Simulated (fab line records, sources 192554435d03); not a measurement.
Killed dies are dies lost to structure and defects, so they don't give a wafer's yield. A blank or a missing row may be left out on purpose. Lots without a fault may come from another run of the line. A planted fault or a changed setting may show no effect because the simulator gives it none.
Split-lot experiment | flow n5_finfet | 7 lots, 39 wafers read, on a route of 1938 steps

THE SPLIT
At N5_BEOL_M0_SAQP_DEVELOP_13 (develop time 30 s), the setting develop_time_s was moved away from the recipe's 30 s on 18 of the 39 wafers read, by -59.4% to +49.2%. The other wafers ran this setting at the recipe's value.

The file shows no step between the split and the reading.

THE READING
cd_nm, in nm, at N5_BEOL_M0_SAQP_CD_MEAS_14 (target cd 42.5 nm). Fault-free wafers of this fab line usually give 42.6 nm, standard deviation 0.4 nm.

wafer  | tool, chamber at the split | develop_time_s as run, s | against the recipe | cd_nm, nm | against lot-mates on the recipe
L075.1 | litho_track-05, 0          | 12.17                    | -59.4%             | 44.9      | +2.8
L075.2 | litho_track-05, 0          | 30                       | recipe             | 41.4      | -
L075.3 | litho_track-05, 0          | 30                       | recipe             | 42.3      | -
L075.4 | litho_track-05, 0          | 30                       | recipe             | 42.5      | -
L075.5 | litho_track-05, 0          | 12.17                    | -59.4%             | 44.7      | +2.6
L075.6 | litho_track-05, 0          | 12.17                    | -59.4%             | 44.8      | +2.7
L076.1 | litho_track-03, 0          | 30                       | recipe             | 42.3      | -
L076.2 | litho_track-03, 0          | 30                       | recipe             | 42.1      | -
L076.5 | litho_track-03, 0          | 30                       | recipe             | 42.8      | -
L077.1 | litho_track-03, 0          | 16.51                    | -45.0%             | 44.5      | +1.8
L077.2 | litho_track-03, 0          | 30                       | recipe             | 42.7      | -
L077.3 | litho_track-03, 0          | 30                       | recipe             | 42.5      | -
L077.4 | litho_track-03, 0          | 16.51                    | -45.0%             | 45.4      | +2.7
L077.5 | litho_track-03, 0          | 30                       | recipe             | 42.8      | -
L077.6 | litho_track-03, 0          | 16.51                    | -45.0%             | 43.8      | +1.1
L079.1 | litho_track-05, 0          | 44.75                    | +49.2%             | 42.4      | -0.5
L079.2 | litho_track-05, 0          | 30                       | recipe             | 43.1      | -
L079.3 | litho_track-05, 0          | 30                       | recipe             | 42.8      | -
L079.4 | litho_track-05, 0          | 44.75                    | +49.2%             | 41.8      | -1.1
L079.5 | litho_track-05, 0          | 30                       | recipe             | 42.7      | -
L079.6 | litho_track-05, 0          | 44.75                    | +49.2%             | 41.9      | -1.0
L081.1 | litho_track-02, 0          | 38.38                    | +27.9%             | 42.0      | -0.4
L081.2 | litho_track-02, 0          | 38.38                    | +27.9%             | 41.8      | -0.6
L081.3 | litho_track-02, 0          | 38.38                    | +27.9%             | 42.4      | +0.0
L081.4 | litho_track-02, 0          | 30                       | recipe             | 42.5      | -
L081.5 | litho_track-02, 0          | 30                       | recipe             | 42.4      | -
L081.6 | litho_track-02, 0          | 30                       | recipe             | 42.4      | -
L093.1 | litho_track-05, 0          | 30                       | recipe             | 42.2      | -
L093.2 | litho_track-05, 0          | 30                       | recipe             | 43.0      | -
L093.3 | litho_track-05, 0          | 22.5                     | -25.0%             | 43.2      | +0.5
L093.4 | litho_track-05, 0          | 22.5                     | -25.0%             | 43.7      | +1.0
L093.5 | litho_track-05, 0          | 22.5                     | -25.0%             | 43.6      | +0.9
L093.6 | litho_track-05, 0          | 30                       | recipe             | 42.8      | -
L096.1 | litho_track-02, 0          | 37.5                     | +25.0%             | 41.8      | -0.8
L096.2 | litho_track-02, 0          | 30                       | recipe             | 42.5      | -
L096.3 | litho_track-02, 0          | 30                       | recipe             | 42.7      | -
L096.4 | litho_track-02, 0          | 37.5                     | +25.0%             | 42.1      | -0.5
L096.5 | litho_track-02, 0          | 30                       | recipe             | 42.6      | -
L096.6 | litho_track-02, 0          | 37.5                     | +25.0%             | 41.9      | -0.7

THE FIT
A straight line over all 39 wafers: cd_nm changes by -0.0297 nm for each +1% of develop_time_s; r = -0.87; the points scatter about the line by 0.47 nm.
The same after taking each lot's own level away (the mean of its wafers on the recipe; 39 wafers): -0.0331 nm for each +1%; r = -0.91; scatter 0.43 nm.
On that fit, the largest move of develop_time_s shifts the reading by 2 nm.
The lots' own levels span 42.07 to 42.87 nm, that is 2.0 times the standard deviation above.
So the lot-to-lot level changes the slope: the two fits differ.
Check: with one of the wafers moved furthest among these (-59.4%) left out of the fit, the line predicts +2.07 nm for it against its lot-mates. It came out at +2.83 nm against them.

OTHER SPLITS ON THESE WAFERS
These wafers also went through other splits before the reading. Each is held against what the fit with the lots' levels taken away leaves over:
other split on the same wafers           | wafers away from the commonest value | r with cd_nm (lot level and that fit taken away)
N5_PMOS_HMC_CHANNEL_EPI_DESCUM_14 time_s | 18                                   | -0.18
N5_FIN_CUT_CUT_ETCH_26 target_depth_a    | 15                                   | -0.02
N5_HKMG_FIN_ETCH_55 time_s               | 9                                    | -0.01
N5_MOL_CONTACT_COAG_ALD_27 ald_cycles    | 18                                   | +0.23

THE FILE'S OWN FIT
cd_nm changes by -0.0334 nm for each +1% of develop_time_s, r = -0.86.
